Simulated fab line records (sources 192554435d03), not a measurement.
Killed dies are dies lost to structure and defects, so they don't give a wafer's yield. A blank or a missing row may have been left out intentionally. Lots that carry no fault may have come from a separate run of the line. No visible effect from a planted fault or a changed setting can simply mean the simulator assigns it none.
fab line records | flow n5_finfet | part 2 of 2: steps 22 to 28 of 28
[record] lots = 5 wafers = 15 last_day = 17
route steps=1938 shown BEOL_M6@1211
lots with no fault: from the same line, run without faults
start_h: start of the lot's first displayed wafer, in hours after the record's first day | wait_h: hours since the lot's step before | " the same as in the row above | L1.1+2: a row that stands for several wafers | - value missing, or start not given | * or withheld: withheld | < > ~ a bound
route shown NAME@n: names a module that has steps shown in the file, with the first one's number in the route | usual: mean/standard deviation taken from wafers without a fault | same: alike in all rows | chamber/n: place in a boat | sites: per-site readings | _std_site: how widely they spread, as a standard deviation | _edge_site: outer sites' mean less inner sites' | radius_mm: for every site, how far away it sits from the centre of the wafer | mask NAME#n: copy n | behind: tool/chamber where the wafer was last shaped | hold: why the lot was held/for how many hours/how that ended | device: whichever transistor did not switch (one of n, p or np) | end of line: the tests these same wafers got at the end of their route | where a step has no rows: the recipe by itself | killed: not the wafer's yield, but the dies lost to structure and defects at the first sort | map: shows each die of a wafer: x if killed, . if not, _ if none is there
set.NAME: the setting that was run; set.NAME@STEP: the one run at that earlier step | model.NAME: the simulator's own value behind a step, which no gauge read
lots at some steps of the route; a table a step, a row a wafer
services: from which hour (start_h, from the record's first day; less than 0 if before it) a tool's chamber was out of use, for how many hours, and why
[[steps]]
[step N5_BEOL_M6_ETCH_65]
[recipe] chemistry = CF4 target = SiARC target_depth_a = 156 mask_material = CAR-EUV time_s = 26 ion_energy_ev = 80 pressure_mtorr = 40 source_w = 545 bias_w = 36 Ar_flow_sccm = 100 cf4_flow_sccm = 100 ends = cleared
[usual] drypump_motor_current_A = 5.9/0.58 etch_rf_on_time_s = 26.0/0.4 mfc_ar_sccm = 100.0/0.3 oes_product_au = 0.68/0.065 rf_vpp_V = 184.1/1.2 showerhead_plenum_p_Torr = 2.15/0.059 throttle_valve_pct = 15.72/0.17
// columns lot.wafer tool chamber start_h wait_h drypump_motor_current_A etch_rf_on_time_s mfc_ar_sccm oes_product_au rf_hours_counter_h rf_vpp_V showerhead_plenum_p_Torr throttle_valve_pct
L075.1 rie_diel-05 1 189.98 0.0 6.7 26.6 100.6 0.58 211 182.7 2.04 15.75
L075.4 " 3 " " 5.9 25.2 100.0 0.82 13 185.7 2.27 15.55
L075.5 " 0 " " 6.6 26.5 99.7 0.68 - 185.7 2.24 15.51
L080.1 rie_diel-05 1 218.05 0.0 6.8 26.6 99.9 0.59 219 182.3 2.04 15.77
L080.2 " 0 " " 6.6 26.3 100.0 0.68 116 186.9 2.24 15.53
L080.5 " 3 " " 5.9 25.6 99.8 0.80 - 185.5 2.26 15.54
L086.3 rie_diel-05 3 264.03 0.0 5.9 25.6 100.2 0.77 38 185.9 2.26 15.58
L086.4 " 0 " " 6.6 26.1 99.9 0.66 132 183.9 2.24 15.58
L086.6 " 2 " " 5.7 26.1 100.3 0.72 - 184.3 2.17 15.79
L090.2 rie_diel-05 3 292.06 0.0 5.9 25.7 99.8 0.75 51 184.9 2.25 15.60
L090.4 " 1 " " 6.8 26.6 100.0 0.57 246 182.6 2.03 15.82
L090.5 " 2 " " 5.6 26.2 100.1 0.70 - 184.2 2.17 15.83
L094.1 rie_diel-05 2 299.49 0.0 5.7 26.0 100.1 0.70 79 185.1 2.17 15.82
L094.2 " 0 " " 6.6 26.0 99.4 0.65 147 184.6 2.23 15.60
L094.3 " 1 " " 6.7 26.5 100.2 0.56 249 182.4 2.03 15.83
[step N5_BEOL_M6_ETCH_66]
[recipe] chemistry = N2/H2 target = SOC target_depth_a = 800 overetch_a = 160 mask_material = SiARC temp_c = 40 time_s = 120 ion_energy_ev = 200 pressure_mtorr = 30 source_w = 840 bias_w = 150 n2_flow_sccm = 200 h2_flow_sccm = 200
[usual] drypump_motor_current_A = 6.0/0.57 oes_product_au = 0.61/0.053 rf_vpp_V = 524.0/2.2 showerhead_plenum_p_Torr = 2.55/0.073 temp_c = 39.98/0.094 throttle_valve_pct = 17.95/0.2
// columns lot.wafer tool chamber start_h wait_h drypump_motor_current_A oes_product_au rf_hours_counter_h rf_vpp_V showerhead_plenum_p_Torr temp_c throttle_valve_pct
L075.1 rie_diel-05 1 190.01 0.0 6.7 0.53 211 518.4 2.41 39.89 17.93
L075.4 " 3 " " 5.9 0.73 13 528.7 2.70 39.83 17.80
L075.5 " 0 " " 6.5 0.61 - 528.7 2.67 39.81 17.73
L080.1 rie_diel-05 1 218.08 0.0 6.7 0.52 219 520.7 2.41 39.94 17.94
L080.2 " 0 " " 6.5 0.61 116 527.0 2.67 39.96 17.75
L080.5 " 3 " " 6.0 0.70 - 529.0 2.70 39.93 17.83
L086.3 rie_diel-05 3 264.06 0.0 5.9 0.68 38 527.8 2.69 39.94 17.87
L086.4 " 0 " " 6.5 0.60 132 525.7 2.66 39.99 17.77
L086.6 " 2 " " 5.7 0.64 - 525.1 2.58 39.98 18.06
L090.2 rie_diel-05 3 292.09 0.0 5.9 0.67 51 527.9 2.69 40.07 17.90
L090.4 " 1 " " 6.7 0.51 246 519.5 2.40 39.90 17.99
L090.5 " 2 " " 5.7 0.64 - 524.0 2.57 39.81 18.09
L094.1 rie_diel-05 2 299.52 0.0 5.7 0.63 79 525.0 2.57 40.01 18.08
L094.2 " 0 " " 6.6 0.59 147 528.3 2.65 40.03 17.79
L094.3 " 1 " " 6.8 0.51 249 520.1 2.40 39.94 18.01
[step N5_BEOL_M6_STRIP_69]
[recipe] chemistry = N2/H2 temp_c = 40 n2_flow_sccm = 200 h2_flow_sccm = 200 rf_frequency_hz = 6e+07
// columns lot.wafer tool chamber start_h wait_h
L075.1+4+5 rie_diel-05 1,3,0 190.09 0.0
L080.1+2+5 rie_diel-05 1,0,3 218.16 0.0
L086.3+4+6 rie_diel-05 3,0,2 264.14 0.0
L090.2+4+5 rie_diel-05 3,1,2 292.17 0.0
L094.1+2+3 rie_diel-05 2,0,1 299.60 0.0
[step N5_BEOL_M6_STRIP_73]
[recipe] chemistry = N2/H2 temp_c = 40 n2_flow_sccm = 200 h2_flow_sccm = 200 rf_frequency_hz = 6e+07
// columns lot.wafer tool chamber start_h wait_h
L075.1+4+5 rie_diel-05 1,3,0 190.10 0.0
L080.1+2+5 rie_diel-05 1,0,3 218.17 0.0
L086.3+4+6 rie_diel-05 3,0,2 264.15 0.0
L090.2+4+5 rie_diel-05 3,1,2 292.18 0.0
L094.1+2+3 rie_diel-05 2,0,1 299.61 0.0
[step N5_BEOL_M6_VIA_ETCH_34]
[recipe] chemistry = C4F6/O2 target = SiCOH_lowk target_depth_a = 1263 mask_material = SOC taper_deg = 4 time_s = 50.9 ion_energy_ev = 250 pressure_mtorr = 30 source_w = 345 bias_w = 185 Ar_flow_sccm = 300 C4F6_flow_sccm = 10 O2_flow_sccm = 10
[usual] drypump_motor_current_A = 6.0/0.57 mfc_ar_sccm = 300.0/0.99 oes_product_au = 0.79/0.074 rf_vpp_V = 662/6.2 showerhead_plenum_p_Torr = 2.86/0.08 throttle_valve_pct = 21.04/0.17
// columns lot.wafer tool chamber start_h wait_h drypump_motor_current_A mfc_ar_sccm oes_product_au rf_hours_counter_h rf_vpp_V showerhead_plenum_p_Torr throttle_valve_pct
L075.1 rie_diel-05 1 190.11 0.0 6.7 300.6 0.69 211 653 2.71 20.96
L075.4 " 3 " " 5.9 300.2 0.95 13 671 3.02 20.92
L075.5 " 0 " " 6.5 300.2 0.80 - 670 2.99 20.86
L080.1 rie_diel-05 1 218.18 0.0 6.8 300.1 0.67 219 653 2.71 20.96
L080.2 " 0 " " 6.6 300.1 0.78 116 671 2.99 20.87
L080.5 " 3 " " 5.9 300.1 0.93 - 672 3.01 20.91
L086.3 rie_diel-05 3 264.16 0.0 6.0 298.0 0.90 38 672 3.01 20.96
L086.4 " 0 " " 6.6 298.9 0.78 132 669 2.98 20.91
L086.6 " 2 " " 5.7 301.5 0.83 - 665 2.89 21.13
L090.2 rie_diel-05 3 292.19 0.0 6.0 298.1 0.87 51 672 3.00 20.94
L090.4 " 1 " " 6.8 300.6 0.66 246 653 2.69 21.00
L090.5 " 2 " " 5.7 300.3 0.81 - 665 2.88 21.19
L094.1 rie_diel-05 2 299.62 0.0 5.7 300.9 0.81 79 663 2.88 21.17
L094.2 " 0 " " 6.5 299.1 0.76 147 670 2.97 20.92
L094.3 " 1 " " 6.8 300.4 0.66 249 653 2.69 21.02
[step N5_BEOL_M6_STRIP_76]
[recipe] chemistry = C4F6/O2 resist = SiARC rf_frequency_hz = 6e+07
// columns lot.wafer tool chamber start_h wait_h
L075.1+4+5 rie_diel-05 1,3,0 190.15 0.0
L080.1+2+5 rie_diel-05 1,0,3 218.22 0.0
L086.3+4+6 rie_diel-05 3,0,2 264.20 0.0
L090.2+4+5 rie_diel-05 3,1,2 292.23 0.0
L094.1+2+3 rie_diel-05 2,0,1 299.66 0.0
[step N5_BEOL_M6_STRIP_36]
[recipe] chemistry = N2/H2 power_w = 450 temp_c = 40 pressure_mtorr = 20 rf_frequency_hz = 6e+07 overash_fraction = 0.3 bias_power_w = 7 h2_frac = 0.5 n2_flow_sccm = 200 h2_flow_sccm = 200
[usual] drypump_motor_current_A = 6.0/0.57 oes_product_au = 0.80/0.073 rf_vpp_V = 59.2/1.5 showerhead_plenum_p_Torr = 2.55/0.073 temp_c = 39.99/0.11 throttle_valve_pct = 23.80/0.25
// columns lot.wafer tool chamber start_h wait_h drypump_motor_current_A oes_product_au rf_hours_counter_h rf_vpp_V showerhead_plenum_p_Torr temp_c throttle_valve_pct
L075.1 rie_diel-05 1 190.16 0.0 6.8 0.69 211 58.0 2.41 39.90 23.71
L075.4 " 3 " " 5.9 0.94 13 61.0 2.70 40.06 23.79
L075.5 " 0 " " 6.5 0.80 - 59.4 2.67 40.02 23.55
L080.1 rie_diel-05 1 218.23 0.0 6.7 0.68 219 58.9 2.40 39.96 23.70
L080.2 " 0 " " 6.5 0.78 116 60.5 2.66 40.02 23.59
L080.5 " 3 " " 5.9 0.92 - 61.0 2.70 40.02 23.77
L086.3 rie_diel-05 3 264.21 0.0 6.0 0.89 38 61.4 2.69 40.00 23.83
L086.4 " 0 " " 6.5 0.77 132 59.4 2.66 40.01 23.59
L086.6 " 2 " " 5.7 0.83 - 60.2 2.58 40.00 23.99
L090.2 rie_diel-05 3 292.24 0.0 5.9 0.86 51 60.5 2.68 40.01 23.83
L090.4 " 1 " " 6.8 0.67 246 57.9 2.39 40.04 23.76
L090.5 " 2 " " 5.7 0.81 - 57.7 2.57 40.06 24.01
L094.1 rie_diel-05 2 299.67 0.0 5.7 0.81 79 58.3 2.57 39.97 24.04
L094.2 " 0 " " 6.6 0.77 147 57.7 2.65 40.01 23.60
L094.3 " 1 " " 6.8 0.67 249 60.7 2.39 40.04 23.76
[[services]]
// columns tool chamber start_h hours kind
rie_diel-02 0 168.83 - clean
rie_diel-02 0 168.83 - consumable_replace:focus_ring
rie_diel-02 0 168.83 - consumable_replace:showerhead
rie_diel-02 0 168.83 17.6 scheduled_down
rie_diel-02 0 168.83 17.6 vent_cycle
euv_scanner-01 - 170.67 1.0 pm
rie_metal-02 1 176.93 - clean
rie_metal-02 1 176.93 14.7 scheduled_down
rie_diel-05 - 187.38 0.9 repair
rie_diel-01 2 196.04 7.1 repair
rie_diel-01 1 201.64 6.7 repair
euv_scanner-02 - 218.88 1.0 pm
rie_metal-03 1 223.95 1.0 repair
euv_scanner-01 - 226.82 1.0 pm
euv_scanner-01 0 229.27 - calibration
rie_diel-01 - 241.09 2.8 pm
euv_scanner-01 - 257.95 5.8 pm
rie_diel-02 2 258.74 4.7 repair
euv_scanner-02 - 263.73 12.0 pm
rie_metal-03 - 274.47 2.8 pm
euv_scanner-02 - 275.73 1.0 pm
euv_scanner-01 - 277.82 - calibration
euv_scanner-01 - 282.97 1.0 pm
rie_diel-01 0 293.16 1.2 repair
